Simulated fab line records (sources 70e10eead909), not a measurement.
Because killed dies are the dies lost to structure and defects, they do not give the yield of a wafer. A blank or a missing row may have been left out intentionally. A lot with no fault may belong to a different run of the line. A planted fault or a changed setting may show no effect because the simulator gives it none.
fab line records ; flow nand_harc
record lots=6; wafers=18; last_day=32
route steps=1302 shown P_M2@338 P_BONDPAD@351 END@1302
lots that met no fault: from a run of the same line without faults
start_h: hours from the record's first day to the start of the lot's first wafer shown ; wait_h: hours since the lot's step before ; " identical to the entry in the row above ; L1.1+2: a row that stands for several wafers ; - value missing, or start not given ; * or withheld: withheld ; < > ~ a bound
route shown NAME@n: NAME is a module with steps in the file, n the number in the route of the first one ; usual: mean/standard deviation of fault-free wafers ; same: alike in all rows ; chamber/n: place in a boat ; sites: the reading at each site ; _std_site: how widely they spread, as a standard deviation ; _edge_site: mean of outer sites minus mean of inner sites ; radius_mm: how far each site lies from the wafer's centre ; mask NAME#n: copy n ; behind: the most recent tool/chamber to have shaped the wafer ; hold: what put the lot on hold/how long, in hours/how the hold closed ; device: whichever transistor did not switch (one of n, p or np) ; end of line: at the end of the route, the tests of the same wafers ; step lacking rows: just its recipe ; killed: not the wafer's yield, but the dies lost to structure and defects at the first sort ; map: per-die view of a wafer (x killed, . not killed, _ where there is no die)
set.NAME: the setting that was run; set.NAME@STEP: the one run at that earlier step ; model.NAME: the simulator's own value behind a step, which no gauge read
lots at some steps of the route; a table a step, a row a wafer
services: the hour from which a tool's chamber was out of use, counted from the record's first day as start_h (under 0 if before that day), plus the number of hours and why
## steps
# step NHARC_P_M2_DEGAS_29
# recipe temp_c=250; time_s=60
# usual heater_power_w=327/32
lot.wafer;tool;chamber;start_h;wait_h;heater_power_w
L562.2;pvd_sputter-03;-;148.37;-;291
L562.4;pvd_sputter-03;-;148.37;-;378
L562.6;pvd_sputter-03;-;148.37;-;319
L563.2;pvd_sputter-03;-;159.72;-;291
L563.6;pvd_sputter-03;-;159.72;-;327
L563.5;pvd_sputter-03;-;159.72;-;380
L565.1;pvd_sputter-01;-;180.81;-;306
L565.2;pvd_sputter-01;-;180.81;-;315
L565.5;pvd_sputter-01;-;180.81;-;308
L572.3;pvd_sputter-01;-;248.98;-;325
L572.6;pvd_sputter-01;-;248.98;-;299
L572.5;pvd_sputter-01;-;248.98;-;315
L578.1;pvd_sputter-02;-;308.58;-;406
L578.3;pvd_sputter-02;-;308.58;-;350
L578.5;pvd_sputter-02;-;308.58;-;341
L579.2;pvd_sputter-02;-;322.32;-;345
L579.1;pvd_sputter-02;-;322.32;-;289
L579.4;pvd_sputter-02;-;322.32;-;412
# step NHARC_P_M2_PRE_CLEAN_30
# recipe time_s=30; temp_c=280; gas=H2/He
# usual heater_power_w=400/36
lot.wafer;tool;chamber;start_h;wait_h;heater_power_w
L562.2;pvd_sputter-03;-;-;-;359
L562.4;pvd_sputter-03;-;-;-;364
L562.6;pvd_sputter-03;-;-;-;396
L563.2;pvd_sputter-03;-;-;-;367
L563.5;pvd_sputter-03;-;-;-;357
L563.6;pvd_sputter-03;-;-;-;402
L565.2;pvd_sputter-01;-;-;-;402
L565.1;pvd_sputter-01;-;-;-;375
L565.5;pvd_sputter-01;-;-;-;378
L572.3;pvd_sputter-01;-;-;-;381
L572.6;pvd_sputter-01;-;-;-;396
L572.5;pvd_sputter-01;-;-;-;405
L578.1;pvd_sputter-02;-;-;-;500
L578.3;pvd_sputter-02;-;-;-;357
L578.5;pvd_sputter-02;-;-;-;494
L579.2;pvd_sputter-02;-;-;-;418
L579.1;pvd_sputter-02;-;-;-;413
L579.4;pvd_sputter-02;-;-;-;354
# step NHARC_P_M2_PVD_20
# recipe target_thk_a=50; bias_v=168.6; power_w=15000; chamber_pressure_pa=0.12; time_s=8.06; substrate_temp_c=50; material=TaN
# step NHARC_P_M2_PVD_21
# recipe target_thk_a=300; chamber_pressure_pa=5; power_w=5000; substrate_temp_c=30; time_s=20.49; material=Cu
# step NHARC_P_M2_ECD_22
# recipe target_thk_a=4000; bath_temp_c=25; material=Cu
# step NHARC_P_M2_ANNEAL_31
# recipe temp_c=225; time_s=90
# usual anneal_temp_c=224.99/0.17; wafer_temp_C_max=226.21/0.28
lot.wafer;tool;chamber;start_h;wait_h;anneal_temp_c;wafer_temp_C_max
L562.2;rtp_anneal-02;0;149.16;0.4;224.87;225.88
L562.4;rtp_anneal-02;0;149.16;0.4;224.85;225.91
L562.6;rtp_anneal-02;0;149.16;0.4;225.02;226.34
L563.2;rtp_anneal-02;0;160.63;-;225.17;226.35
L563.5;rtp_anneal-02;0;160.63;-;225.00;225.80
L563.6;rtp_anneal-02;0;160.63;-;225.14;225.82
L565.1;rtp_anneal-01;0;181.56;-;224.98;226.52
L565.2;rtp_anneal-01;0;181.56;-;225.06;226.06
L565.5;rtp_anneal-01;0;181.56;-;224.87;226.73
L572.3;rtp_anneal-02;0;249.84;-;225.12;226.18
L572.5;rtp_anneal-02;0;249.84;-;224.85;226.03
L572.6;rtp_anneal-02;0;249.84;-;224.80;226.04
L578.1;rtp_anneal-02;0;309.30;-;224.91;226.14
L578.3;rtp_anneal-02;0;309.30;-;224.95;225.81
L578.5;rtp_anneal-02;0;309.30;-;224.94;226.17
L579.1;rtp_anneal-01;0;323.07;0.3;225.19;226.03
L579.2;rtp_anneal-01;0;323.07;0.3;225.16;226.04
L579.4;rtp_anneal-01;0;323.07;0.3;224.86;226.17
# step NHARC_P_M2_CMP_23
# recipe t_overpolish_s=20; target_thk_nm=144.3
# step NHARC_P_M2_THK_MEAS_24
# recipe thk_meas_gauge=xrf
# usual thk_nm=144.1/1.8
lot.wafer;tool;chamber;start_h;wait_h;thk_nm
L562.2;film_metro-01;-;149.77;-;143.3
L562.4;film_metro-01;-;149.77;-;145.7
L562.6;film_metro-01;-;149.77;-;145.3
L563.2;film_metro-01;-;161.25;-;142.0
L563.5;film_metro-01;-;161.25;-;144.1
L563.6;film_metro-01;-;161.25;-;144.2
L565.1;film_metro-02;-;182.22;-;142.5
L565.2;film_metro-02;-;182.22;-;144.0
L565.5;film_metro-02;-;182.22;-;142.6
L572.3;film_metro-02;-;250.40;-;145.7
L572.5;film_metro-02;-;250.40;-;144.9
L572.6;film_metro-02;-;250.40;-;144.8
L578.1;film_metro-01;-;310.27;-;148.6
L578.3;film_metro-01;-;310.27;-;146.6
L578.5;film_metro-01;-;310.27;-;145.3
L579.1;film_metro-01;-;323.73;-;143.5
L579.2;film_metro-01;-;323.73;-;140.9
L579.4;film_metro-01;-;323.73;-;144.2
# step NHARC_P_M2_SRD_25
# step NHARC_P_M2_INSPECT_27
# usual raw_defect_count=295/110
lot.wafer;tool;chamber;start_h;wait_h;raw_defect_count
L562.2;defect_inspect-02;-;149.93;0.0;256
L562.4;defect_inspect-02;-;149.93;0.0;180
L562.6;defect_inspect-02;-;149.93;0.0;217
L563.2;defect_inspect-01;-;161.40;0.0;208
L563.5;defect_inspect-01;-;161.40;0.0;364
L563.6;defect_inspect-01;-;161.40;0.0;254
L565.1;defect_inspect-01;-;182.40;0.0;192
L565.2;defect_inspect-01;-;182.40;0.0;271
L565.5;defect_inspect-01;-;182.40;0.0;181
L572.3;defect_inspect-01;-;250.55;0.0;212
L572.5;defect_inspect-01;-;250.55;0.0;273
L572.6;defect_inspect-01;-;250.55;0.0;240
L578.1;defect_inspect-01;-;310.43;0.0;313
L578.3;defect_inspect-01;-;310.43;0.0;600
L578.5;defect_inspect-01;-;310.43;0.0;436
L579.1;defect_inspect-02;-;323.89;0.0;386
L579.2;defect_inspect-02;-;323.89;0.0;160
L579.4;defect_inspect-02;-;323.89;0.0;242
# step NHARC_P_M2_PRE_CLEAN_32
# recipe time_s=12; temp_c=370; rf_power_w=300; gas=NH3
# usual heater_power_w=605/84
lot.wafer;tool;chamber;start_h;wait_h;heater_power_w
L562.2;pecvd-04;0;150.01;0.1;736
L562.4;pecvd-04;2;150.01;0.1;756
L562.6;pecvd-04;0;150.01;0.1;756
L563.2;pecvd-04;0;161.47;0.1;709
L563.6;pecvd-04;0;161.47;0.1;711
L563.5;pecvd-04;2;161.47;0.1;753
L565.2;pecvd-03;0;182.49;0.1;582
L565.1;pecvd-03;2;182.49;0.1;482
L565.5;pecvd-03;2;182.49;0.1;481
L572.3;pecvd-04;2;250.65;0.1;760
L572.6;pecvd-04;1;250.65;0.1;642
L572.5;pecvd-04;0;250.65;0.1;792
L578.1;pecvd-03;2;310.50;0.1;531
L578.3;pecvd-03;1;310.50;0.1;618
L578.5;pecvd-03;2;310.50;0.1;525
L579.1;pecvd-03;1;323.96;0.1;622
L579.2;pecvd-03;0;323.96;0.1;631
L579.4;pecvd-03;2;323.96;0.1;579
# step NHARC_P_M2_DEP_33
# recipe target_thk_a=300; temp_c=370; target_thk_nm=30; pressure_torr=3; flow_sccm=200; rf_w=450; material=SiCN
# usual chamber_pressure_Torr=3.000/0.0068; heater_power_outer_w=301/53; heater_power_w=556/82
lot.wafer;tool;chamber;start_h;wait_h;chamber_pressure_Torr;heater_power_outer_w;heater_power_w
L562.2;pecvd-04;0;150.12;0.1;-;-;-
L562.4;pecvd-04;2;150.12;0.1;-;-;-
L562.6;pecvd-04;0;150.12;0.1;-;-;-
L563.2;pecvd-04;0;161.55;0.1;-;-;-
L563.6;pecvd-04;0;161.55;0.1;-;-;-
L563.5;pecvd-04;2;161.55;0.1;-;-;-
L565.2;pecvd-03;0;182.57;0.1;2.991;277;479
L565.1;pecvd-03;2;182.57;0.1;2.993;242;483
L565.5;pecvd-03;2;182.57;0.1;3.008;251;462
L572.3;pecvd-04;2;250.76;0.1;2.994;360;688
L572.6;pecvd-04;1;250.76;0.1;3.001;303;521
L572.5;pecvd-04;0;250.76;0.1;3.008;432;772
L578.1;pecvd-03;2;310.58;0.1;3.005;236;445
L578.3;pecvd-03;1;310.58;0.1;2.993;231;520
L578.5;pecvd-03;2;310.58;0.1;2.999;235;430
L579.1;pecvd-03;1;324.04;0.1;2.994;270;551
L579.2;pecvd-03;0;324.04;0.1;3.006;336;556
L579.4;pecvd-03;2;324.04;0.1;3.010;244;477
# step NHARC_P_BONDPAD_DEP_00
# recipe target_thk_a=2500; temp_c=370; target_thk_nm=250; pressure_torr=3; flow_sccm=200; rf_w=450; material=SiCN
# usual chamber_pressure_Torr=3.000/0.0064; heater_power_outer_w=301/50; heater_power_w=558/79
lot.wafer;tool;chamber;start_h;wait_h;chamber_pressure_Torr;heater_power_outer_w;heater_power_w
L562.2;pecvd-02;0;150.60;0.4;2.995;325;637
L562.6;pecvd-02;1;150.60;0.4;3.002;263;505
L562.4;pecvd-02;0;150.60;0.4;3.001;331;634
L563.2;pecvd-03;0;161.97;0.4;3.001;308;516
L563.6;pecvd-03;1;161.97;0.4;3.009;236;508
L563.5;pecvd-03;2;161.97;0.4;3.004;225;441
L565.2;pecvd-03;1;-;-;3.006;286;568
L565.1;pecvd-03;0;-;-;3.005;332;559
L565.5;pecvd-03;2;-;-;3.003;218;428
L572.3;pecvd-02;1;251.17;-;2.995;265;522
L572.6;pecvd-02;0;251.17;-;3.010;286;584
L572.5;pecvd-02;2;251.17;-;3.003;316;521
L578.3;pecvd-02;1;310.99;-;2.996;290;543
L578.1;pecvd-02;2;310.99;-;2.999;288;490
L578.5;pecvd-02;2;310.99;-;2.993;309;518
L579.1;pecvd-02;1;324.49;-;2.987;293;568
L579.2;pecvd-02;2;324.49;-;3.007;295;490
L579.4;pecvd-02;1;324.49;-;2.991;217;458
# step NHARC_END_SORT_01
# recipe temp_c=25
# usual defect_limited_yield=91.5/2.7; killed_at_array=52/19; killed_at_other=0.9/1.3; killed_at_periphery=4/3.1; killed_dies=57/18; killed_open=3.2/1.7; killed_short=2.3/1.4; sort_bin_2_pct=2.9/1.2; sort_bin_3_pct=0.6/0.42; sort_bin_4_pct=4.9/1.5; sort_n_pass=620/18; sort_rim_yield_pct=93/4.3; sort_yield_pct=91.5/2.7
# same gross_dies=677; sort_bin_5_pct[%]=0; sort_bin_6_pct[%]=0; sort_bin_7_pct[%]=0; sort_bin_8_pct[%]=0; sort_rim_n_gross=106.00
lot.wafer;tool;chamber;start_h;wait_h;defect_limited_yield[%];killed_at_array;killed_at_other;killed_at_periphery;killed_dies;killed_open;killed_short;sort_bin_2_pct[%];sort_bin_3_pct[%];sort_bin_4_pct[%];sort_n_pass;sort_rim_yield_pct[%];sort_yield_pct[%]
L565.1;prober-02;0;603.76;2.5;94.5;32;2;3;37;6;1;2.2;0.3;3.0;640;92;94.5
L565.2;prober-02;0;604.54;2.8;93.6;40;1;2;43;2;4;1.8;0.4;4.1;634;97;93.6
L565.5;prober-02;0;606.89;3.6;92.9;47;0;1;48;3;4;3.5;0.4;3.1;629;92;92.9
L578.1;prober-02;0;738.20;2.5;93.8;37;0;5;42;3;5;1.8;0.9;3.5;635;83;93.8
L578.3;prober-02;0;739.80;3.1;91.7;54;0;2;56;0;3;2.7;1.2;4.4;621;93;91.7
L578.5;prober-02;0;741.40;3.7;91.9;52;0;3;55;3;5;2.4;1.2;4.6;622;96;91.9
L579.1;prober-01;0;761.43;2.5;91.0;56;0;5;61;2;0;3.2;0.7;5.0;616;96;91.0
L579.2;prober-01;0;762.24;2.8;93.1;41;1;5;47;4;3;1.9;0.3;4.7;630;90;93.1
L579.4;prober-01;0;763.84;3.4;90.3;58;1;7;66;4;4;3.2;0.3;6.2;611;96;90.3
# killed by level:class
L565.1 A_CHANNEL_HOLE_D2:chamber_film_flake=12 A_SLIT:chamber_film_flake=9 A_CONTACT:chamber_film_flake=3 P_CONTACT:geometric_particle:open=2 THIN_TSV:chamber_film_flake=2 P_STI:geometric_particle:open=1 A_CHANNEL_HOLE_D2:geometric_particle:open=1 A_CHANNEL_FILL_D2:geometric_particle:short=1
L565.2 A_SLIT:chamber_film_flake=28 A_CHANNEL_HOLE_D2:chamber_film_flake=2 A_WL_FILL:chamber_film_flake=2 P_CONTACT:geometric_particle:open=1 A_ONON_D1:geometric_particle:short=1 A_ONON_D2:geometric_particle:short=1 A_CHANNEL_HOLE_D2:geometric_particle:short=1 A_CONTACT:geometric_particle:open=1
L565.5 A_SLIT:chamber_film_flake=25 A_CHANNEL_HOLE_D2:chamber_film_flake=8 A_CHANNEL_HOLE_D1:chamber_film_flake=2 A_DECK1_JOINT:chamber_film_flake=2 P_M1:geometric_particle:open=1 A_CHANNEL_FILL_D1:geometric_particle:short=1 A_DECK1_JOINT:geometric_particle:short=1 A_SGD_CUT:geometric_particle:short=1
L578.1 A_SLIT:chamber_film_flake=16 A_CONTACT:chamber_film_flake=9 A_DECK1_JOINT:geometric_particle:short=2 A_ZERO_WELL:chamber_film_flake=2 A_CHANNEL_HOLE_D1:chamber_film_flake=2 P_GATE:geometric_particle:open=1 P_CONTACT:geometric_particle:short=1 P_M0:geometric_particle:open=1
L578.3 A_SLIT:chamber_film_flake=29 A_CONTACT:chamber_film_flake=11 A_CHANNEL_HOLE_D1:chamber_film_flake=7 A_CHANNEL_HOLE_D2:chamber_film_flake=3 A_ZERO_WELL:chamber_film_flake=2 P_GATE:geometric_particle:short=1 P_M0:geometric_particle:short=1 A_SGD_CUT:geometric_particle:short=1
L578.5 A_SLIT:chamber_film_flake=32 A_CONTACT:chamber_film_flake=7 A_CHANNEL_HOLE_D1:chamber_film_flake=5 A_ONON_D1:geometric_particle:short=2 P_GATE:geometric_particle:open=1 P_GATE:geometric_particle:short=1 A_ONON_D2:geometric_particle:short=1 A_CHANNEL_FILL_D2:geometric_particle:open=1
L579.1 A_SLIT:chamber_film_flake=32 A_CHANNEL_HOLE_D1:chamber_film_flake=7 A_CONTACT:chamber_film_flake=6 A_STAIRCASE:chamber_film_flake=4 P_GATE:chamber_film_flake=2 A_BONDPAD:chamber_film_flake=2 A_ONON_D2:geometric_particle:open=1 A_CONTACT:geometric_particle:open=1
L579.2 A_SLIT:chamber_film_flake=15 A_CONTACT:chamber_film_flake=10 P_GATE:chamber_film_flake=3 A_CHANNEL_HOLE_D1:chamber_film_flake=3 A_WL_FILL:chamber_film_flake=2 A_BONDPAD:chamber_film_flake=2 P_CONTACT:geometric_particle:open=1 A_ONON_D1:geometric_particle:short=1
L579.4 A_SLIT:chamber_film_flake=27 A_CHANNEL_HOLE_D1:chamber_film_flake=10 P_GATE:chamber_film_flake=6 A_CONTACT:chamber_film_flake=5 A_STAIRCASE:chamber_film_flake=4 A_ONON_D1:geometric_particle:open=2 A_BONDPAD:chamber_film_flake=2 A_CHANNEL_FILL_D1:geometric_particle:short=1
## services
tool;chamber;start_h;hours;kind
pecvd-03;0;138.96;10.2;repair
pecvd-02;-;144.82;1.4;repair
pvd_sputter-01;-;146.60;1.0;repair
pvd_sputter-03;-;162.79;2.1;repair
pvd_sputter-03;-;170.05;10.0;pm
pecvd-03;-;185.25;13.0;pm
pecvd-03;0;185.25;13.0;vent_cycle
pecvd-03;1;185.25;13.0;vent_cycle
pecvd-03;2;185.25;13.0;vent_cycle
pecvd-03;0;198.25;-;clean
pecvd-03;1;198.25;-;clean
pecvd-03;2;198.25;-;clean
pvd_sputter-02;-;202.78;7.2;repair
pvd_sputter-01;-;226.97;10.0;pm
pecvd-02;-;227.45;13.0;pm
pecvd-02;0;252.44;8.4;repair
pvd_sputter-02;-;263.39;3.7;repair
pecvd-04;-;269.02;13.0;pm
pvd_sputter-02;-;282.00;10.0;pm
pvd_sputter-01;-;286.13;1.0;repair
pecvd-02;2;302.02;4.3;repair
pecvd-04;0;307.35;5.0;repair
pvd_sputter-02;-;311.47;1.1;repair
pvd_sputter-03;-;318.51;4.7;repair
## key
first_sign step=NHARC_P_M2_DEP_33; reading=tool_record; direction=missing
effect none on later readings
met_at NHARC_P_M2_DEP_33
struck_wafers L562.2,L562.4,L562.6,L563.2,L563.5,L563.6
fault kind=skipped_step_whole; tool=pecvd-04; chamber=-; onset_h=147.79; steps=NHARC_P_M2_DEP_33; scope=struck_lots_only
